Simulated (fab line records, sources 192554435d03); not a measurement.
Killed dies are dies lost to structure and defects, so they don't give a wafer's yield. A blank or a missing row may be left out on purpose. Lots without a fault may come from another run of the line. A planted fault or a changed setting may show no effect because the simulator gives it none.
Chamber matching | flow n5_finfet | N5_SDB_ETCH_18 on rie_diel-01: 4 sister chambers
The step etches SOC in N2/H2, target depth 100 nm, overetch 20 nm, time 150 s. 30 wafers are shown with their chamber, then 12 later ones without.

WAFERS WITH THEIR CHAMBER
wafer  | chamber | drypump_motor_current_A (A) | showerhead_plenum_p_Torr (Torr) | throttle_valve_pct (%)
L074.1 | 2       | 6.4                         | 2.61                            | 17.70
L074.2 | 1       | 5.8                         | 2.63                            | 18.07
L074.3 | 0       | 5.9                         | 2.42                            | 18.07
L075.2 | 2       | 6.4                         | 2.61                            | 17.72
L075.3 | 3       | 5.6                         | 2.59                            | 18.21
L075.6 | 0       | 5.9                         | 2.42                            | 18.10
L076.2 | 3       | 5.6                         | 2.59                            | 18.19
L076.5 | 0       | 5.9                         | 2.42                            | 18.09
L076.6 | 3       | 5.6                         | 2.59                            | 18.19
L080.2 | 3       | 5.6                         | 2.58                            | 18.21
L080.3 | 0       | 6.0                         | 2.42                            | 18.10
L080.6 | 0       | 5.9                         | 2.42                            | 18.10
L081.1 | 2       | 6.5                         | 2.60                            | 17.72
L081.3 | 1       | 5.8                         | 2.62                            | 18.08
L081.6 | 2       | 6.4                         | 2.60                            | 17.73
L082.2 | 0       | 5.9                         | 2.42                            | 18.11
L082.3 | 1       | 5.8                         | 2.62                            | 18.08
L082.6 | 3       | 5.6                         | 2.58                            | 18.24
L083.3 | 3       | 5.6                         | 2.58                            | 18.22
L083.4 | 0       | 5.9                         | 2.41                            | 18.13
L083.5 | 2       | 6.5                         | 2.60                            | 17.75
L084.1 | 3       | 5.6                         | 2.58                            | 18.23
L084.2 | 2       | 6.5                         | 2.60                            | 17.76
L084.4 | 0       | 6.0                         | 2.41                            | 18.12
L086.2 | 3       | 5.6                         | 2.57                            | 18.25
L086.3 | 2       | 6.5                         | 2.60                            | 17.75
L086.4 | 3       | 5.6                         | 2.57                            | 18.25
L088.2 | 2       | 6.5                         | 2.59                            | 17.79
L088.4 | 0       | 5.9                         | 2.41                            | 18.14
L088.6 | 3       | 5.6                         | 2.57                            | 18.25

SIGNATURES (means of the wafers above)
reading                  | chamber 0 | chamber 1 | chamber 2 | chamber 3 | scatter within a chamber
drypump_motor_current_A  | 5.922     | 5.800     | 6.463     | 5.600     | 0.0363
showerhead_plenum_p_Torr | 2.4167    | 2.6233    | 2.6012    | 2.5800    | 0.00666
throttle_valve_pct       | 18.1067   | 18.0767   | 17.7400   | 18.2240   | 0.0235
Rule: a wafer's distance from a chamber is the root of the sum, over the readings, of the square of ((its reading less the chamber's mean) divided by the reading's scatter). The wafer belongs to the nearest chamber; if the next one is less than 2 further off, it can't be placed. The scatter: the root of (the sum of the squares of (reading less its chamber's mean) over the shown wafers, divided by (wafers less chambers)).

WAFERS WITHOUT THEIR CHAMBER
wafer  | drypump_motor_current_A (A) | showerhead_plenum_p_Torr (Torr) | throttle_valve_pct (%)
L092.1 | 5.6                         | 2.57                            | 18.28
L092.2 | 6.4                         | 2.59                            | 17.37
L092.4 | 5.9                         | 2.40                            | 18.16
L093.1 | 5.6                         | 2.57                            | 18.29
L093.3 | 5.8                         | 2.61                            | 17.76
L093.4 | 6.5                         | 2.59                            | 17.36
L094.1 | 5.6                         | 2.57                            | 18.26
L094.2 | 5.9                         | 2.40                            | 18.17
L094.3 | 6.5                         | 2.59                            | 17.38
L094.4 | 5.8                         | 2.61                            | 17.74
L094.5 | 5.8                         | 2.61                            | 17.75
L094.6 | 6.5                         | 2.59                            | 17.37

WHICH CHAMBER EACH WENT THROUGH
wafer  | from the rows above | in truth
L092.1 | 3                   | 3
L092.2 | 2                   | 2
L092.4 | 0                   | 0
L093.1 | 3                   | 3
L093.3 | 1                   | 1
L093.4 | 2                   | 2
L094.1 | 3                   | 3
L094.2 | 0                   | 0
L094.3 | 2                   | 2
L094.4 | 1                   | 1
L094.5 | 1                   | 1
L094.6 | 2                   | 2
Placed correctly: 12 of 12. Can't be placed from these rows: 0. Placed wrongly: 0.
